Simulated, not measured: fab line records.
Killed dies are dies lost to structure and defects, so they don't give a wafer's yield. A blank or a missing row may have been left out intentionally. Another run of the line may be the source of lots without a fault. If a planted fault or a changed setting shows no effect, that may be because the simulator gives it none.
Matching of chambers / flow n5Finfet / N5_BEOL_M0_SAQP_PECVD_97 on pecvd-04: 3 sister chambers
The step deposits SiNx from SiH4/NH3/N2, target thk 23 nm, time 19.9 s. 3 wafers are shown with their chamber, then 10 later ones without.

== EACH WAFER AND ITS CHAMBER ==
wafer=L092.4; chamber=2; throttleValvePct (%)=38.1
wafer=L093.1; chamber=1; throttleValvePct (%)=39.7
wafer=L093.2; chamber=0; throttleValvePct (%)=41.5

== WAFERS WHOSE CHAMBER IS MISSING ==
wafer=L093.5; throttleValvePct (%)=41.6
wafer=L094.1; throttleValvePct (%)=41.8
wafer=L094.5; throttleValvePct (%)=41.6
wafer=L094.6; throttleValvePct (%)=38.8
wafer=L095.1; throttleValvePct (%)=39.8
wafer=L095.3; throttleValvePct (%)=41.5
wafer=L095.4; throttleValvePct (%)=40.0
wafer=L097.2; throttleValvePct (%)=40.0
wafer=L097.4; throttleValvePct (%)=40.0
wafer=L097.5; throttleValvePct (%)=41.8

== EACH ONE'S CHAMBER ==
wafer=L093.5; from the rows above=0; in truth=0
wafer=L094.1; from the rows above=0; in truth=0
wafer=L094.5; from the rows above=0; in truth=0
wafer=L094.6; from the rows above=can't be placed: 2 or 1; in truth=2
wafer=L095.1; from the rows above=1; in truth=1
wafer=L095.3; from the rows above=0; in truth=0
wafer=L095.4; from the rows above=1; in truth=1
wafer=L097.2; from the rows above=1; in truth=1
wafer=L097.4; from the rows above=1; in truth=1
wafer=L097.5; from the rows above=0; in truth=0
Correct placement for 9 of the 10. Can't be placed from these rows: 1 (the true chamber is among the candidates in 1). 0 placed wrongly.
How it was worked out, from the rows above alone: a wafer's distance from a chamber is the root of the sum, over the readings, of the square of ((its reading less the chamber's mean) divided by the reading's scatter). If the next closest chamber is less than 2 further off than the closest, the wafer can't be placed; otherwise it belongs to the closest. A chamber's mean is the mean of its shown wafers. The scatter (one wafer shown for each chamber): square how far every hidden wafer sits from the nearest shown wafer, average those squares and take the square root.
